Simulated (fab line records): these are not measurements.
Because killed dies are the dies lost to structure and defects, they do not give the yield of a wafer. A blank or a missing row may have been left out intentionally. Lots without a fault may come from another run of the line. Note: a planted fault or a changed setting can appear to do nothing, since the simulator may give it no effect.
Lot-split experiment || flow n5_finfet || 21 wafers read across 7 lots, on a route 1938 steps long

THE SPLIT ITSELF
At N5_BEOL_M0_SAQP_PECVD_04 (deposits a-Si from SiH4/He, target thk 60 nm, time 60.2 s), the setting time_s was moved away from the recipe's 60.2 s on 4 of the 21 wafers read, by -9.8% to -5.0%. The other wafers ran this setting at the recipe's value.

FROM THE SPLIT TO THE READING: what the file shows between them, 10 steps
- N5_BEOL_M0_SAQP_THK_MEAS_05
- N5_BEOL_M0_SAQP_HM_DEP_111: deposits SiO2 from SiH4/N2O, target thk 12 nm, time 7.2 s
- N5_BEOL_M0_SAQP_COAT_81: time 60 s, resist thk 100 nm
- N5_BEOL_M0_SAQP_HM_OPEN_112: chemistry CHF3/O2, target SiO2, stops on a-Si, target depth 12 nm, time 13.5 s
- N5_BEOL_M0_SAQP_STRIP_113: strips in CHF3/O2
- N5_BEOL_M0_SAQP_MANDREL_ETCH_20: etches a-Si in HBr/Cl2, stops on SiNx, target depth 60 nm, bt time 10 s, time 30 s
- N5_BEOL_M0_SAQP_STRIP_86: strips in N2/H2
- N5_BEOL_M0_SAQP_STRIP_115: strips in post etch residue remover, time 60 s
- N5_BEOL_M0_SAQP_SRD_93: time 30 s
- N5_BEOL_M0_SAQP_RECESS_114: chemistry HF/NH3, target SiO2, target depth 14.4 nm, afs cycles 3, sublimation time 60 s

THE READING
a-Si_of_BEOL_M0_SAQP_PECVD_04.thk_nm (the simulator's own value, which no gauge read), in nm, at N5_BEOL_M0_SAQP_SPACER1_ALD_98 (deposits SiO2, target thk 12.8 nm, pulse time 1 s, purge time 2 s). The file does not state a usual value for it. Across the 17 wafers here that went through the recipe, the average is 60.1 nm and the standard deviation 0.82 nm.

{"wafer": "L081.1", "tool, chamber at the split": "pecvd-02, 2,1", "time_s as run, s": 60.2, "against the recipe": "recipe", "a-Si_of_BEOL_M0_SAQP_PECVD_04.thk_nm, nm": 59.6, "against lot-mates on the recipe": "-"}
{"wafer": "L081.3", "tool, chamber at the split": "pecvd-02, 2,1", "time_s as run, s": 60.2, "against the recipe": "recipe", "a-Si_of_BEOL_M0_SAQP_PECVD_04.thk_nm, nm": 59.6, "against lot-mates on the recipe": "-"}
{"wafer": "L081.6", "tool, chamber at the split": "pecvd-02, 0", "time_s as run, s": 60.2, "against the recipe": "recipe", "a-Si_of_BEOL_M0_SAQP_PECVD_04.thk_nm, nm": 61, "against lot-mates on the recipe": "-"}
{"wafer": "L084.4", "tool, chamber at the split": "pecvd-02, 2", "time_s as run, s": 60.2, "against the recipe": "recipe", "a-Si_of_BEOL_M0_SAQP_PECVD_04.thk_nm, nm": 61.2, "against lot-mates on the recipe": "-"}
{"wafer": "L084.5", "tool, chamber at the split": "pecvd-02, 1,0", "time_s as run, s": 60.2, "against the recipe": "recipe", "a-Si_of_BEOL_M0_SAQP_PECVD_04.thk_nm, nm": 60.8, "against lot-mates on the recipe": "-"}
{"wafer": "L084.6", "tool, chamber at the split": "pecvd-02, 1,0", "time_s as run, s": 60.2, "against the recipe": "recipe", "a-Si_of_BEOL_M0_SAQP_PECVD_04.thk_nm, nm": 60.8, "against lot-mates on the recipe": "-"}
{"wafer": "L087.1", "tool, chamber at the split": "pecvd-01, 1", "time_s as run, s": 60.2, "against the recipe": "recipe", "a-Si_of_BEOL_M0_SAQP_PECVD_04.thk_nm, nm": 59.6, "against lot-mates on the recipe": "-"}
{"wafer": "L087.4", "tool, chamber at the split": "pecvd-01, 2", "time_s as run, s": 60.2, "against the recipe": "recipe", "a-Si_of_BEOL_M0_SAQP_PECVD_04.thk_nm, nm": 60.8, "against lot-mates on the recipe": "-"}
{"wafer": "L087.5", "tool, chamber at the split": "pecvd-01, 1", "time_s as run, s": 60.2, "against the recipe": "recipe", "a-Si_of_BEOL_M0_SAQP_PECVD_04.thk_nm, nm": 60.2, "against lot-mates on the recipe": "-"}
{"wafer": "L088.2", "tool, chamber at the split": "pecvd-01, 0,1", "time_s as run, s": 60.2, "against the recipe": "recipe", "a-Si_of_BEOL_M0_SAQP_PECVD_04.thk_nm, nm": 59, "against lot-mates on the recipe": "-"}
{"wafer": "L088.5", "tool, chamber at the split": "pecvd-01, 0,1", "time_s as run, s": 60.2, "against the recipe": "recipe", "a-Si_of_BEOL_M0_SAQP_PECVD_04.thk_nm, nm": 59, "against lot-mates on the recipe": "-"}
{"wafer": "L088.6", "tool, chamber at the split": "pecvd-01, 2", "time_s as run, s": 60.2, "against the recipe": "recipe", "a-Si_of_BEOL_M0_SAQP_PECVD_04.thk_nm, nm": 61, "against lot-mates on the recipe": "-"}
{"wafer": "L089.3", "tool, chamber at the split": "pecvd-02, 0", "time_s as run, s": 60.2, "against the recipe": "recipe", "a-Si_of_BEOL_M0_SAQP_PECVD_04.thk_nm, nm": 58.8, "against lot-mates on the recipe": "-"}
{"wafer": "L089.5", "tool, chamber at the split": "pecvd-02, 1", "time_s as run, s": 60.2, "against the recipe": "recipe", "a-Si_of_BEOL_M0_SAQP_PECVD_04.thk_nm, nm": 59.6, "against lot-mates on the recipe": "-"}
{"wafer": "L089.6", "tool, chamber at the split": "pecvd-02, 2", "time_s as run, s": 60.2, "against the recipe": "recipe", "a-Si_of_BEOL_M0_SAQP_PECVD_04.thk_nm, nm": 61.4, "against lot-mates on the recipe": "-"}
{"wafer": "L095.1", "tool, chamber at the split": "pecvd-02, 2", "time_s as run, s": 57.18, "against the recipe": "-5.0%", "a-Si_of_BEOL_M0_SAQP_PECVD_04.thk_nm, nm": 56.8, "against lot-mates on the recipe": -2.8}
{"wafer": "L095.3", "tool, chamber at the split": "pecvd-02, 0", "time_s as run, s": 60.2, "against the recipe": "recipe", "a-Si_of_BEOL_M0_SAQP_PECVD_04.thk_nm, nm": 59.6, "against lot-mates on the recipe": "-"}
{"wafer": "L095.6", "tool, chamber at the split": "pecvd-02, 1", "time_s as run, s": 57.18, "against the recipe": "-5.0%", "a-Si_of_BEOL_M0_SAQP_PECVD_04.thk_nm, nm": 57.4, "against lot-mates on the recipe": -2.2}
{"wafer": "L097.1", "tool, chamber at the split": "pecvd-01, 0", "time_s as run, s": 54.32, "against the recipe": "-9.8%", "a-Si_of_BEOL_M0_SAQP_PECVD_04.thk_nm, nm": 53.4, "against lot-mates on the recipe": -6.4}
{"wafer": "L097.5", "tool, chamber at the split": "pecvd-01, 1", "time_s as run, s": 60.2, "against the recipe": "recipe", "a-Si_of_BEOL_M0_SAQP_PECVD_04.thk_nm, nm": 59.8, "against lot-mates on the recipe": "-"}
{"wafer": "L097.6", "tool, chamber at the split": "pecvd-01, 0", "time_s as run, s": 54.32, "against the recipe": "-9.8%", "a-Si_of_BEOL_M0_SAQP_PECVD_04.thk_nm, nm": 54.2, "against lot-mates on the recipe": -5.6}
If several chambers appear in one row, that row covers several wafers at once and the file leaves open which wafer was in which chamber.

THE FIT
A straight line over all 21 wafers: a-Si_of_BEOL_M0_SAQP_PECVD_04.thk_nm changes by +0.637 nm for each +1% of time_s; r = +0.93; the points scatter about the line by 0.8 nm.
The same after taking each lot's own level away (the mean of its wafers on the recipe; 21 wafers): +0.593 nm for each +1%; r = +0.94; scatter 0.7 nm.
Per that fit: largest time_s move, reading shift of 5.8 nm.
Across the lots, their own levels run from 59.60 to 60.93 nm, a range of 1.6 times the standard deviation given above.
The two slopes agree, so the slope changes little with the lot-to-lot level.
Check: -5.35 nm against its lot-mates is what the line predicts for one of the wafers moved furthest among these (-9.8%) when that wafer is left out of the fit. It came out at -6.4 nm against them.

THESE WAFERS: OTHER SPLITS
These wafers also went through other splits before the reading. Each is held against what the fit with the lots' levels taken away leaves over:
{"other split on the same wafers": "N5_GATE_CUT_COAT_07 spin_rpm", "wafers away from the commonest value": 6, "r with a-Si_of_BEOL_M0_SAQP_PECVD_04.thk_nm (lot level and that fit taken away)": -0.04}
{"other split on the same wafers": "N5_MOL_CONTACT_COAG_SPUTTER_143 target_thk_a", "wafers away from the commonest value": 6, "r with a-Si_of_BEOL_M0_SAQP_PECVD_04.thk_nm (lot level and that fit taken away)": "+0.35"}
{"other split on the same wafers": "N5_MOL_CONTACT_COAG_ALD_27 time_s", "wafers away from the commonest value": 6, "r with a-Si_of_BEOL_M0_SAQP_PECVD_04.thk_nm (lot level and that fit taken away)": -0.12}

THE WHOLE CHAIN: every reading that the file lists as answering this split, in the file's order
{"step": "N5_BEOL_M0_SAQP_PECVD_04", "what it does": "deposits a-Si from SiH4/He, target thk 60 nm, time 60.2 s", "reading": "a-Si_of_BEOL_M0_SAQP_PECVD_04.thk_nm (the simulator's own value, which no gauge read)", "change (the file's fit)": "+0.598 nm for each +1% of the setting", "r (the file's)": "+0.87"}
{"step": "N5_BEOL_M0_SAQP_THK_MEAS_05", "what it does": "", "reading": "thk_nm", "change (the file's fit)": "withheld for each +1% of the setting", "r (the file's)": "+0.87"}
{"step": "N5_BEOL_M0_SAQP_MANDREL_ETCH_20", "what it does": "etches a-Si in HBr/Cl2, stops on SiNx, target depth 60 nm, bt time 10 s, time 30 s", "reading": "etch.depth_nm (the simulator's own value, which no gauge read)", "change (the file's fit)": "+0.6 nm for each +1% of the setting", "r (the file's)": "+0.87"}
{"step": "N5_BEOL_M0_SAQP_SPACER1_ALD_98", "what it does": "deposits SiO2, target thk 12.8 nm, pulse time 1 s, purge time 2 s", "reading": "a-Si_of_BEOL_M0_SAQP_PECVD_04.thk_nm (the simulator's own value, which no gauge read)", "change (the file's fit)": "+0.59 nm for each +1% of the setting", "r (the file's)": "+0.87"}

THE FILE'S OWN FIT
a-Si_of_BEOL_M0_SAQP_PECVD_04.thk_nm changes by +0.59 nm for each +1% of time_s, r = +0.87.
